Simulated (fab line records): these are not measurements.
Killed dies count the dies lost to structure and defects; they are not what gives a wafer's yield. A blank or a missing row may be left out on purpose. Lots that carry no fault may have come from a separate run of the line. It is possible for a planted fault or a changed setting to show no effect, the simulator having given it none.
Chamber matching | flow n5_finfet | N5_BEOL_M3_STRIP_19 on rie_diel-02: 4 sister chambers
The step strips in O2. 8 wafers are shown with their chamber, then 8 later ones without.

EACH WAFER AND ITS CHAMBER
wafer  | chamber | showerhead_plenum_p_Torr (Torr) | drypump_motor_current_A (A)
L079.2 | 1       | 2.00                            | 6.0
L080.1 | 1       | 1.99                            | 6.0
L080.2 | 3       | 2.17                            | 5.4
L086.5 | 0       | 2.10                            | 5.0
L090.4 | 2       | 2.05                            | 5.9
L090.5 | 3       | 2.17                            | 5.5
L090.6 | 2       | 2.05                            | 5.9
L092.2 | 0       | 2.10                            | 5.1

WAFERS WHOSE CHAMBER IS MISSING
wafer  | showerhead_plenum_p_Torr (Torr) | drypump_motor_current_A (A)
L092.4 | 1.99                            | 6.1
L092.5 | 1.99                            | 6.0
L095.1 | 1.98                            | 6.0
L095.3 | 2.05                            | 5.9
L095.5 | 2.05                            | 5.9
L096.2 | 1.98                            | 6.0
L096.4 | 2.09                            | 5.0
L096.6 | 2.16                            | 5.5

CHAMBER TAKEN BY EACH
wafer  | from the rows above | in truth
L092.4 | 1                   | 1
L092.5 | 1                   | 1
L095.1 | 1                   | 1
L095.3 | 2                   | 2
L095.5 | 2                   | 2
L096.2 | 1                   | 1
L096.4 | 0                   | 0
L096.6 | 3                   | 3
8 of 8 placed correctly. Left unplaced by these rows: 0. Number placed wrongly: 0.
How it was worked out, from the rows above alone: a wafer's distance from a chamber is the root of the sum, over the readings, of the square of ((its reading less the chamber's mean) divided by the reading's scatter). If the next closest chamber is less than 2 further off than the closest, the wafer can't be placed; otherwise it belongs to the closest. The mean given for a chamber averages the wafers shown for that chamber. How the scatter is found: for the shown wafers, subtract from each reading the mean of its chamber, square and add these, divide the total by (wafers less chambers), then take the root.
